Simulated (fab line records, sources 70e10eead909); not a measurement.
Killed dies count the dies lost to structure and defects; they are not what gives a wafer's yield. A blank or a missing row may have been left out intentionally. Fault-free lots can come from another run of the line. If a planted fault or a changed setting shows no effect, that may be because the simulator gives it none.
fab line records	flow nand_harc	part 1 of 2: steps 1 to 3 of 6
[record] lots = 24	wafers = 72	last_day = 24
route steps=1159 shown P_STI@89 P_GATE@144 P_M0@282
lots that met no fault: from a run of the same line without faults
start_h: start of the lot's first displayed wafer, in hours after the record's first day	wait_h: time in hours since the lot's previous step	" repeats the value in the row above	L1.1+2: one row covering several wafers at once	- no value, or no start given	* or withheld: withheld	< > ~ a bound
route shown NAME@n: a module of which the file shows steps, and the number in the route of the first	usual: average and standard deviation across the fault-free wafers	same: alike in all rows	chamber/n: place in a boat	sites: readings site by site	_std_site: the values' standard deviation	_edge_site: outer sites' mean less inner sites'	radius_mm: for every site, how far away it sits from the centre of the wafer	mask NAME#n: copy n	behind: the last tool/chamber to shape the wafer	hold: why the lot was held/for how many hours/how that ended	device: whichever transistor did not switch (one of n, p or np)	end of line: tests of these same wafers at the route's end	for a step that has no rows: nothing shown but its recipe	killed: not the wafer's yield, but the dies lost to structure and defects at the first sort	map: a wafer's dies, x killed, . not, _ none there
set.NAME: the run value of the setting; set.NAME@STEP: its run value at that earlier step	model.NAME: the simulator's own value behind a step, which no gauge read
the route's steps for a sample of lots (tables are steps, rows are wafers)
services: the hour from which a tool's chamber was out of use, counted from the record's first day as start_h (under 0 if before that day), plus the number of hours and why
[[steps]]
[step NHARC_P_STI_ETCH_31]
[recipe] target_depth_a = 1089	time_s = 54.5	cf4_flow_sccm = 100	chf3_flow_sccm = 30	ar_flow_sccm = 0	rf_w = 500	bias_w = 200	chemistry = CF4/CHF3
[usual] drypump_motor_current_A = 5.6/0.4	oes_product_au = 0.956/0.02	rf_vpp_V = 370.6/2	showerhead_plenum_p_Torr = 1.57/0.057	throttle_valve_pct = 16.802/0.0085
[same] time_s = 54.5
lot.wafer	tool	chamber	start_h	wait_h	drypump_motor_current_A	oes_product_au	rf_hours_counter_h	rf_vpp_V	showerhead_plenum_p_Torr	throttle_valve_pct
L074.4	rie_diel-03	3	-	-	6.3	0.970	5.4	373.2	1.66	16.798
L074.3	"	1	"	"	5.6	0.968	5.4	371.2	1.55	16.798
L074.6	"	3	"	"	6.3	0.966	-	373.3	1.66	16.815
L075.4	rie_diel-12	0	-	-	5.9	0.973	0.8	367.3	1.50	16.817
L075.1	"	2	"	"	5.3	0.973	1.0	371.9	1.65	16.803
L075.6	"	3	"	"	5.2	0.981	-	370.4	1.58	16.799
L076.2	rie_diel-06	1	-	-	5.0	0.934	3.1	367.7	1.52	16.809
L076.3	"	2	"	"	5.0	0.949	3.5	371.6	1.59	16.789
L076.6	"	0	"	"	5.4	0.940	-	371.2	1.56	16.814
L077.1	rie_diel-03	1	-	-	5.6	0.959	0.1	370.2	1.55	16.801
L077.4	"	0	"	"	5.5	0.974	0.1	370.5	1.58	16.810
L077.6	"	1	"	"	5.7	0.963	-	369.9	1.55	16.804
L078.2	rie_diel-12	2	-	-	5.3	0.931	1.4	372.2	1.65	16.816
L078.6	"	1	"	"	5.8	0.919	-	373.0	1.59	16.801
L078.5	"	2	"	"	5.3	0.922	-	373.4	1.65	16.810
L079.4	rie_diel-12	3	-	-	5.2	0.967	1.5	372.0	1.58	16.799
L079.3	"	1	"	"	5.8	0.958	1.4	371.3	1.59	16.806
L079.6	"	3	"	"	5.2	0.968	-	370.3	1.58	16.808
L080.3	rie_diel-03	2	-	-	6.2	0.919	0.7	368.7	1.48	16.791
L080.2	"	1	"	"	5.6	0.919	0.7	370.4	1.55	16.810
L080.5	"	3	"	"	6.3	0.923	-	372.7	1.66	16.806
L081.2	rie_diel-12	3	-	-	5.2	0.970	1.7	371.4	1.58	16.804
L081.1	"	0	"	"	5.9	0.979	1.5	367.5	1.50	16.803
L081.5	"	3	"	"	5.2	0.982	-	371.3	1.58	16.806
L082.4	rie_diel-12	0	-	-	5.9	0.946	2.4	369.2	1.50	16.793
L082.2	"	1	"	"	5.8	0.922	2.3	371.8	1.59	16.806
L082.1	"	2	"	"	5.3	0.927	2.3	373.1	1.65	16.803
L083.1	rie_diel-06	0	-	-	5.4	0.958	0.4	368.5	1.56	16.801
L083.4	"	1	"	"	5.1	0.943	0.4	367.8	1.52	16.800
L083.5	"	0	"	"	5.4	0.965	-	370.8	1.56	16.811
L084.3	rie_diel-03	3	-	-	6.3	0.943	1.5	373.9	1.66	16.803
L084.4	"	0	"	"	5.5	0.963	1.6	370.9	1.58	16.817
L084.6	"	0	"	"	5.6	0.976	-	370.5	1.58	16.798
L086.2	rie_diel-06	3	-	-	6.1	0.951	0.7	373.2	1.65	16.807
L086.1	"	0	"	"	5.4	0.948	0.9	371.2	1.56	16.819
L086.4	"	1	"	"	5.1	0.953	-	369.1	1.52	16.798
L085.1	rie_diel-12	1	-	-	5.8	0.974	2.9	370.0	1.59	16.812
L085.2	"	3	"	"	5.2	0.948	3.3	370.7	1.58	16.815
L085.5	"	2	"	"	5.3	0.979	-	373.8	1.65	16.813
L087.1	rie_diel-12	1	-	-	5.8	0.971	3.7	369.4	1.59	16.794
L087.3	"	2	"	"	5.3	0.975	3.8	373.6	1.65	16.794
L087.5	"	0	"	"	5.9	0.959	-	369.4	1.50	16.787
L088.3	rie_diel-12	0	-	-	5.9	0.994	4.6	369.6	1.50	16.804
L088.4	"	2	"	"	5.3	0.961	4.2	374.0	1.65	16.805
L088.6	"	3	"	"	5.2	0.955	-	370.1	1.58	16.802
L089.4	rie_diel-03	3	-	-	6.3	0.917	2.1	373.4	1.66	16.788
L089.5	"	2	"	"	6.1	0.944	-	366.1	1.48	16.787
L089.6	"	3	"	"	6.3	0.922	-	372.8	1.66	16.801
L090.1	rie_diel-12	2	-	-	5.3	0.955	5.1	371.5	1.65	16.808
L090.2	"	0	"	"	5.9	0.993	5.6	368.9	1.50	16.804
L090.6	"	3	"	"	5.2	0.956	-	371.4	1.58	16.805
L091.3	rie_diel-06	0	-	-	5.4	0.956	1.1	371.2	1.56	16.820
L091.2	"	1	"	"	5.0	0.976	1.3	367.8	1.52	16.792
L091.6	"	1	"	"	5.0	0.976	-	371.4	1.52	16.785
L092.2	rie_diel-03	1	-	-	5.6	0.917	3.4	370.2	1.55	16.795
L092.3	"	3	"	"	6.3	0.921	3.1	374.1	1.66	16.803
L092.6	"	1	"	"	5.7	0.910	-	367.9	1.55	16.803
L094.4	rie_diel-03	2	-	-	6.2	0.956	3.4	366.8	1.48	16.787
L094.2	"	3	"	"	6.3	0.971	3.2	372.3	1.66	16.821
L094.1	"	1	"	"	5.6	0.965	3.8	371.8	1.55	16.801
L093.2	rie_diel-12	1	-	-	5.8	0.987	7.7	371.6	1.59	16.802
L093.5	"	3	"	"	5.2	0.960	-	370.1	1.58	16.811
L093.6	"	0	"	"	5.9	0.983	-	366.8	1.50	16.795
L095.2	rie_diel-06	0	-	-	5.4	0.979	1.7	370.4	1.56	16.792
L095.4	"	1	"	"	5.0	0.961	1.8	369.3	1.52	16.801
L095.3	"	2	"	"	5.0	0.979	1.8	370.0	1.59	16.812
L096.1	rie_diel-12	2	-	-	5.3	0.960	8.7	373.2	1.65	16.794
L096.3	"	3	"	"	5.2	0.959	8.4	369.1	1.58	16.792
L096.4	"	1	"	"	5.8	0.978	8.8	371.6	1.59	16.798
L097.4	rie_diel-06	3	-	-	6.1	0.943	2.1	374.6	1.65	16.811
L097.5	"	3	"	"	6.1	0.940	-	373.5	1.65	16.784
L097.6	"	0	"	"	5.4	0.931	-	369.2	1.56	16.793
[step NHARC_P_GATE_DESCUM_31]
[recipe] time_s = 3	o2_flow_sccm = 200	ar_flow_sccm = 0	bias_power_w = 0	chemistry = O2
[usual] drypump_motor_current_A = 5.5/0.33	oes_product_au = 1.001/0.0091	rf_vpp_V = 57.7/0.88	showerhead_plenum_p_Torr = 1.88/0.094	throttle_valve_pct = 11.311/0.0084
[same] time_s = 3
lot.wafer	tool	chamber	start_h	wait_h	drypump_motor_current_A	oes_product_au	rf_hours_counter_h	rf_vpp_V	showerhead_plenum_p_Torr	throttle_valve_pct
L074.3	rie_diel-10	0	89.58	0.1	5.3	1.008	34	57.1	1.96	11.304
L074.4	"	1	"	"	5.4	1.009	33	57.8	2.02	11.305
L074.6	"	1	"	"	5.4	1.006	-	58.7	2.01	11.313
L075.4	rie_diel-10	0	98.00	0.1	5.4	0.991	36	57.7	1.96	11.315
L075.1	"	2	"	"	5.7	0.997	34	56.8	1.81	11.312
L075.6	"	1	"	"	5.4	1.015	-	59.4	2.01	11.320
L076.2	rie_diel-10	1	98.61	0.1	5.4	1.017	35	57.8	2.01	11.306
L076.3	"	0	"	"	5.3	1.014	36	58.9	1.96	11.316
L076.6	"	2	"	"	5.7	1.006	-	58.1	1.81	11.322
L077.1	rie_diel-10	1	107.15	0.1	5.4	1.001	40	56.7	2.01	11.304
L077.4	"	2	"	"	5.7	0.997	38	58.8	1.81	11.315
L077.6	"	1	"	"	5.4	1.000	-	58.3	2.01	11.319
L078.2	rie_diel-11	0	115.85	0.1	5.2	0.994	17	59.2	1.99	11.315
L078.6	"	1	"	"	5.6	0.994	-	57.2	1.78	11.313
L078.5	"	2	"	"	5.9	0.995	-	58.1	1.80	11.304
L081.1	rie_diel-10	1	127.97	0.1	5.3	1.009	47	59.1	2.01	11.324
L081.2	"	2	"	"	5.7	1.004	45	57.7	1.80	11.288
L081.5	"	0	"	"	5.4	1.006	-	57.7	1.95	11.302
L079.4	rie_diel-11	2	128.39	0.1	5.8	0.998	22	55.6	1.80	11.314
L079.3	"	0	"	"	5.2	0.999	19	58.7	1.99	11.313
L079.6	"	2	"	"	5.9	0.987	-	57.6	1.80	11.325
L080.3	rie_diel-09	0	128.60	0.1	5.4	0.999	12	56.3	1.78	11.309
L080.2	"	2	"	"	6.4	0.996	15	58.6	1.99	11.306
L080.5	"	1	"	"	5.0	0.994	-	59.1	1.85	11.310
L082.1	rie_diel-11	1	137.80	0.1	5.6	0.987	13	58.2	1.78	11.307
L082.2	"	3	"	"	5.2	1.018	25	56.6	1.79	11.309
L082.4	"	0	"	"	5.2	1.002	21	58.1	1.99	11.301
L083.1	rie_diel-10	2	142.03	0.1	5.7	1.011	49	57.6	1.80	11.317
L083.4	"	0	"	"	5.4	1.002	53	57.1	1.95	11.320
L083.5	"	2	"	"	5.7	0.999	-	56.8	1.80	11.320
L084.4	rie_diel-11	3	142.32	0.1	5.2	1.019	26	56.2	1.79	11.300
L084.3	"	0	"	"	5.2	1.010	23	58.1	1.99	11.296
L084.6	"	2	"	"	5.9	1.002	-	57.5	1.80	11.308
L087.3	rie_diel-10	1	167.07	0.1	5.4	1.009	57	58.3	2.01	11.303
L087.1	"	3	"	"	5.4	1.007	59	58.0	1.96	11.312
L087.5	"	2	"	"	5.7	1.018	-	56.6	1.80	11.320
L086.2	rie_diel-09	0	167.25	0.1	5.4	1.003	31	56.9	1.78	11.311
L086.1	"	1	"	"	5.0	0.980	33	58.2	1.84	11.312
L086.4	"	2	"	"	6.4	0.996	27	57.1	1.99	11.321
L085.2	rie_diel-11	3	167.53	0.1	5.2	1.004	32	57.7	1.78	11.326
L085.1	"	0	"	"	5.2	0.991	29	57.5	1.99	11.308
L085.5	"	0	"	"	5.2	0.997	-	57.4	1.99	11.302
L088.3	rie_diel-11	2	176.95	0.1	5.9	0.993	34	57.7	1.80	11.315
L088.4	"	3	"	"	5.2	1.016	-	58.2	1.78	11.330
L088.6	"	2	"	"	5.9	0.997	-	57.1	1.80	11.302
L090.2	rie_diel-11	0	183.51	0.1	5.2	1.003	35	57.7	1.99	11.323
L090.1	"	2	"	"	5.9	1.005	37	57.3	1.80	11.311
L090.6	"	2	"	"	5.9	1.004	-	59.1	1.80	11.307
L089.4	rie_diel-11	2	184.01	0.1	5.9	0.991	-	58.6	1.79	11.316
L089.6	"	0	"	"	5.2	0.994	-	57.3	1.99	11.300
L089.5	"	2	"	"	5.9	0.996	-	58.2	1.80	11.311
L091.2	rie_diel-09	3	192.44	0.1	5.3	0.974	35	58.1	1.95	11.308
L091.3	"	0	"	"	5.4	1.008	40	57.3	1.77	11.308
L091.6	"	3	"	"	5.4	0.986	-	57.3	1.95	11.316
L094.1	rie_diel-09	1	199.16	0.1	5.0	0.990	45	56.9	1.84	11.314
L094.4	"	3	"	"	5.4	1.001	37	58.6	1.95	11.289
L094.2	"	0	"	"	5.4	1.018	42	57.9	1.77	11.321
L093.2	rie_diel-11	2	199.26	0.1	5.9	1.003	0	57.3	1.79	11.324
L093.5	"	3	"	"	5.2	0.987	-	56.6	1.78	11.307
L093.6	"	0	"	"	5.2	1.009	-	57.9	1.99	11.306
L092.2	rie_diel-10	3	199.42	0.1	5.4	0.997	4	57.5	1.96	11.307
L092.3	"	1	"	"	5.4	0.999	5	60.3	2.00	11.306
L092.6	"	3	"	"	5.4	1.001	-	58.8	1.96	11.321
L095.2	rie_diel-11	2	217.26	0.1	5.9	1.007	3	57.2	1.79	11.303
L095.3	"	1	"	"	5.7	0.987	0	56.2	1.78	11.311
L095.4	"	2	"	"	5.8	1.006	-	56.9	1.79	11.317
L096.1	rie_diel-10	2	217.44	0.1	5.7	0.998	11	57.4	1.80	11.319
L096.4	"	3	"	"	5.5	0.997	10	59.8	1.96	11.301
L096.3	"	1	"	"	5.4	1.004	12	58.6	2.00	11.316
L097.4	rie_diel-11	1	228.39	0.1	5.7	0.988	1	56.9	1.78	11.325
L097.6	"	1	"	"	5.6	0.987	-	56.1	1.78	11.311
L097.5	"	2	"	"	5.9	1.001	-	57.7	1.79	11.304
[step NHARC_P_GATE_ETCH_104]
[recipe] target_depth_a = 600	time_s = withheld	cf4_flow_sccm = 100	chf3_flow_sccm = 30	ar_flow_sccm = 0	rf_w = 500	bias_w = 200	chemistry = CF4/CHF3
[usual] drypump_motor_current_A = 5.5/0.32	oes_product_au = 0.950/0.021	rf_vpp_V = 369.8/2.6	showerhead_plenum_p_Torr = 1.55/0.073	throttle_valve_pct = 16.802/0.0089
lot.wafer	tool	chamber	start_h	wait_h	drypump_motor_current_A	oes_product_au	rf_vpp_V	showerhead_plenum_p_Torr	throttle_valve_pct
L074.3	rie_diel-10	1	89.66	0.1	5.4	0.975	374.6	1.65	16.786
L074.4	"	2	"	"	5.8	0.984	369.4	1.49	16.790
L074.6	"	1	"	"	5.4	0.979	373.0	1.65	16.817
L075.1	rie_diel-10	0	98.10	0.1	5.4	0.931	371.5	1.61	16.777
L075.4	"	1	"	"	5.3	0.944	372.3	1.65	16.813
L075.6	"	3	"	"	5.4	0.925	371.1	1.62	16.823
L076.3	rie_diel-10	0	98.74	0.1	5.4	0.931	370.8	1.61	16.803
L076.2	"	1	"	"	5.3	0.947	373.7	1.65	16.807
L076.6	"	0	"	"	5.4	0.926	372.1	1.61	16.807
L077.1	rie_diel-10	1	107.23	0.1	5.4	0.931	373.0	1.65	16.813
L077.4	"	0	"	"	5.3	0.932	371.6	1.61	16.799
L077.6	"	2	"	"	5.7	0.930	367.2	1.49	16.813
L078.2	rie_diel-11	0	115.92	0.1	5.2	0.927	372.8	1.64	16.803
L078.6	"	2	"	"	5.9	0.926	368.7	1.49	16.790
L078.5	"	3	"	"	5.2	0.934	368.7	1.48	16.802
L081.1	rie_diel-10	2	128.04	0.1	5.7	0.980	368.4	1.49	16.793
L081.2	"	1	"	"	5.4	0.993	372.7	1.65	16.799
L081.5	"	3	"	"	5.4	0.972	370.8	1.61	16.796
L079.4	rie_diel-11	3	128.48	0.1	5.2	0.942	367.6	1.48	16.803
L079.3	"	0	"	"	5.2	0.929	373.4	1.64	16.810
L079.6	"	3	"	"	5.2	0.940	367.6	1.48	16.787
L080.3	rie_diel-09	1	128.68	0.1	5.0	0.955	369.5	1.52	16.803
L080.2	"	0	"	"	5.4	0.956	367.6	1.47	16.792
L080.5	"	1	"	"	5.0	0.959	369.5	1.52	16.812
L082.4	rie_diel-11	3	137.88	0.1	5.2	0.980	367.4	1.47	16.792
L082.2	"	0	"	"	5.2	0.976	372.7	1.63	16.795
L082.1	"	2	"	"	5.9	0.952	366.7	1.48	16.799
L083.1	rie_diel-10	0	142.12	0.1	5.3	0.956	371.1	1.60	16.803
L083.4	"	1	"	"	5.4	0.974	373.4	1.65	16.806
L083.5	"	2	"	"	5.7	0.967	368.0	1.49	16.799
L084.4	rie_diel-11	0	142.46	0.1	5.2	0.946	371.1	1.63	16.816
L084.3	"	1	"	"	5.6	0.932	366.9	1.47	16.788
L084.6	"	2	"	"	5.9	0.934	367.1	1.48	16.793
L087.1	rie_diel-10	2	167.15	0.1	5.7	0.935	366.0	1.49	16.815
L087.3	"	1	"	"	5.3	0.967	370.8	1.65	16.797
L087.5	"	3	"	"	5.4	0.921	372.3	1.61	16.809
L086.1	rie_diel-09	3	167.34	0.1	5.4	0.954	371.7	1.60	16.805
L086.2	"	0	"	"	5.4	0.953	365.8	1.47	16.805
L086.4	"	1	"	"	5.0	0.929	368.3	1.52	16.795
L085.1	rie_diel-11	3	167.64	0.1	5.2	0.979	367.5	1.47	16.802
L085.2	"	2	"	"	5.9	0.960	368.2	1.48	16.803
L085.5	"	0	"	"	5.2	0.963	372.8	1.63	16.793
L088.3	rie_diel-11	3	177.04	0.1	5.2	0.947	366.5	1.47	16.799
L088.6	"	0	"	"	5.2	0.927	372.6	1.63	16.798
L088.4	"	2	"	"	5.8	0.937	368.4	1.48	16.811
L090.2	rie_diel-11	2	183.65	0.1	5.9	0.942	366.7	1.48	16.809
L090.1	"	0	"	"	5.2	0.946	371.0	1.63	16.804
L090.6	"	0	"	"	5.2	0.955	373.2	1.63	16.790
L089.4	rie_diel-11	2	184.12	0.1	5.9	0.934	368.1	1.48	16.812
L089.5	"	0	"	"	5.2	0.938	371.9	1.63	16.793
L089.6	"	2	"	"	5.8	0.925	367.1	1.48	16.795
L091.2	rie_diel-09	0	192.54	0.1	5.4	0.979	367.1	1.47	16.808
L091.3	"	3	"	"	5.4	0.943	370.8	1.60	16.818
L091.6	"	0	"	"	5.4	0.976	366.9	1.47	16.804
L094.2	rie_diel-09	0	199.24	0.1	5.4	0.933	366.5	1.47	16.796
L094.4	"	1	"	"	5.0	0.907	368.2	1.51	16.805
L094.1	"	2	"	"	6.4	0.925	372.4	1.63	16.802
L093.2	rie_diel-11	3	199.37	0.1	5.2	0.959	367.9	1.47	16.803
L093.6	"	0	"	"	5.2	0.961	373.8	1.63	16.788
L093.5	"	2	"	"	5.9	0.964	367.3	1.48	16.801
L092.3	rie_diel-10	1	199.50	0.1	5.4	0.983	373.9	1.64	16.799
L092.2	"	3	"	"	5.4	0.968	371.1	1.61	16.808
L092.6	"	1	"	"	5.4	0.972	373.0	1.64	16.808
L095.2	rie_diel-11	2	217.37	0.1	5.9	0.967	368.3	1.48	16.808
L095.3	"	0	"	"	5.2	0.970	372.8	1.63	16.799
L095.4	"	0	"	"	5.2	0.971	371.3	1.63	16.811
L096.4	rie_diel-10	1	217.52	0.1	5.4	0.973	372.4	1.64	16.809
L096.3	"	2	"	"	5.7	0.960	367.7	1.48	16.798
L096.1	"	0	"	"	5.3	0.980	371.5	1.60	16.781
L097.4	rie_diel-11	1	228.48	0.1	5.7	0.937	368.0	1.47	16.798
L097.6	"	2	"	"	5.9	0.935	367.0	1.48	16.804
L097.5	"	3	"	"	5.2	0.966	367.5	1.47	16.796
